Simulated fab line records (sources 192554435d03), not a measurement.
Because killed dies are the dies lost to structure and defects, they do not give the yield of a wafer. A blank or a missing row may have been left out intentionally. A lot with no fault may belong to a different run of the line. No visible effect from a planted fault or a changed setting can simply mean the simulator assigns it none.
Matching of chambers | flow n5 finfet | N5_MOL_CONTACT_COAG_CONTACT_ETCH_14 on rie diel-06 has 3 sister chambers
The step etches SiO2 in C4F6/O2, target depth 27.5 nm, overetch 8.5 nm, time 20 s. 18 wafers are shown with their chamber, then 6 later ones without.

## WAFERS WITH THEIR CHAMBER
wafer  | chamber | showerhead plenum p Torr (Torr) | drypump motor current A (A) | oes product au (a.u.)
L079.3 | 3       | 2.97                            | 5.7                         | 0.60
L079.4 | 1       | 3.07                            | 6.3                         | 0.76
L079.6 | 2       | 2.86                            | 5.8                         | 0.62
L082.2 | 1       | 3.06                            | 6.2                         | 0.76
L082.4 | 2       | 2.86                            | 5.8                         | 0.62
L082.6 | 2       | 2.86                            | 5.8                         | 0.62
L084.2 | 3       | 2.96                            | 5.7                         | 0.59
L084.4 | 2       | 2.86                            | 5.8                         | 0.62
L084.5 | 1       | 3.06                            | 6.3                         | 0.76
L087.1 | 1       | 3.06                            | 6.2                         | 0.74
L087.3 | 2       | 2.85                            | 5.8                         | 0.61
L087.6 | 3       | 2.96                            | 5.7                         | 0.59
L088.1 | 2       | 2.85                            | 5.8                         | 0.61
L088.4 | 3       | 2.96                            | 5.7                         | 0.59
L088.6 | 1       | 3.06                            | 6.3                         | 0.74
L090.1 | 3       | 2.96                            | 5.7                         | 0.58
L090.3 | 1       | 3.06                            | 6.2                         | 0.73
L090.4 | 2       | 2.85                            | 5.8                         | 0.61

SIGNATURES (averages over the wafers above)
reading                  | chamber 1 | chamber 2 | chamber 3 | scatter within a chamber
showerhead plenum p Torr | 3.0617    | 2.8557    | 2.9620    | 0.00472
drypump motor current A  | 6.250     | 5.800     | 5.700     | 0.0316
oes product au           | 0.7483    | 0.6157    | 0.5900    | 0.00915
Rule: distance of a wafer from a chamber = root of the sum over the readings of ((wafer's reading minus chamber's mean) / reading's scatter) squared. If the next closest chamber is less than 2 further off than the closest, the wafer can't be placed; otherwise it belongs to the closest. The scatter is the square root of a quotient: the sum, over the shown wafers, of each reading's squared deviation from its chamber's mean, divided by wafers minus chambers.

## WAFERS WHOSE CHAMBER IS MISSING
wafer  | showerhead plenum p Torr (Torr) | drypump motor current A (A) | oes product au (a.u.)
L091.5 | 2.96                            | 5.7                         | 0.58
L091.6 | 2.85                            | 5.8                         | 0.61
L093.1 | 2.85                            | 5.8                         | 0.61
L093.3 | 2.95                            | 5.7                         | 0.58
L097.1 | 2.84                            | 5.8                         | 0.60
L097.5 | 3.05                            | 6.2                         | 0.72

## EACH ONE'S CHAMBER
wafer  | from the rows above | in truth
L091.5 | 3                   | 3
L091.6 | 2                   | 2
L093.1 | 2                   | 2
L093.3 | 3                   | 3
L097.1 | 2                   | 2
L097.5 | 1                   | 1
Placed correctly: 6 of 6. Not placeable from these rows: 0. Wrongly placed: 0.
